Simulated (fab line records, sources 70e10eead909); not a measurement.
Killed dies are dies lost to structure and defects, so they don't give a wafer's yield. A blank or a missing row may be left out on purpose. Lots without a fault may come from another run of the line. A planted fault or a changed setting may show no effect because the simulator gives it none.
Tool commonality check | flow nand_harc | 2 lots, 6 wafers sampled

WHY IT WAS OPENED
At NHARC_END_SORT_01 the reading killed_dies is flagged on 2 of 2 lots. Wafers without a fault read 29, standard deviation 9.9.
Rule: a lot is flagged when every wafer of it that has a number lies more than 4 standard deviations from that mean, or none has a number. The other lots count as sound.

lot  | measured     | on        | killed_dies, wafer by wafer | flag
L374 | day 22 08:06 | prober-01 | 77 88 87                    | FLAGGED
L375 | day 22 22:02 | prober-02 | 97 104 96                   | FLAGGED
The numbers of the flagged lots are 92 on average: +62 against the usual, or +6 standard deviations.

WHICH TOOL RAN EACH LOT
The record holds 3 process steps before the reading, out of a route of 1159 steps. In each cell: the tool, then ch and the chambers that the sampled wafers went through, then the start.
lot  | flag    | NHARC_A_CONTACT_CVD_19        | NHARC_A_BONDPAD_DEP_00                     | NHARC_THIN_TSV_PVD_19
L374 | FLAGGED | cvd_w-01 ch 0,1, day 20 07:13 | pecvd-04 ch 0,1,2, day 20 20:53            | pvd_sputter-01, day 22 08:06 or earlier
L375 | FLAGGED | cvd_w-01 ch 0,1, day 20 17:37 | pecvd-03 ch 0,1,2, day 21 13:46 or earlier | pvd_sputter-02, day 22 22:02 or earlier
What these steps do:
- NHARC_A_CONTACT_CVD_19: deposits W, target thk 300 nm, time 802 s.
- NHARC_A_BONDPAD_DEP_00: deposits SiCN, target thk 250 nm.
- NHARC_THIN_TSV_PVD_19: deposits TaN, target thk 20 nm.
- NHARC_END_SORT_01

FLAGGED OVER TOTAL, TOOL BY TOOL (the gauges that took the reading come last)
step                   | tool           | lots run | flagged | share of the flagged lots | sound lots run after its first flagged lot
NHARC_A_CONTACT_CVD_19 | cvd_w-01       | 2        | 2       | all                       | 0
NHARC_A_BONDPAD_DEP_00 | pecvd-03       | 1        | 1       | some                      | 0
NHARC_A_BONDPAD_DEP_00 | pecvd-04       | 1        | 1       | some                      | 0
NHARC_THIN_TSV_PVD_19  | pvd_sputter-01 | 1        | 1       | some                      | 0
NHARC_THIN_TSV_PVD_19  | pvd_sputter-02 | 1        | 1       | some                      | 0
NHARC_END_SORT_01      | prober-01      | 1        | 1       | some                      | 0
NHARC_END_SORT_01      | prober-02      | 1        | 1       | some                      | 0
NHARC_A_BONDPAD_DEP_00 gives no start for some lots, so the hours and the order of its lots are those of NHARC_A_BONDPAD_THK_MEAS_30. NHARC_THIN_TSV_PVD_19 gives no start for some lots, so the hours and the order of its lots are those of NHARC_END_SORT_01.

WHAT THE TABLE ALLOWS
1 row of the table ran every flagged lot: cvd_w-01 at NHARC_A_CONTACT_CVD_19.
- cvd_w-01 at NHARC_A_CONTACT_CVD_19: 2 of its 2 lots flagged. It ran no sound lot before its first flagged lot in this sample, so the start can't be narrowed down.
One tool is left: cvd_w-01 at NHARC_A_CONTACT_CVD_19.

WHAT THE SIMULATOR HAD PUT IN
Chamber particle source: cvd_w-01, from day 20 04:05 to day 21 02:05, at NHARC_A_CONTACT_CVD_19. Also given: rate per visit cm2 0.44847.
Lots struck among those shown: L374, L375. The rule above found the same.
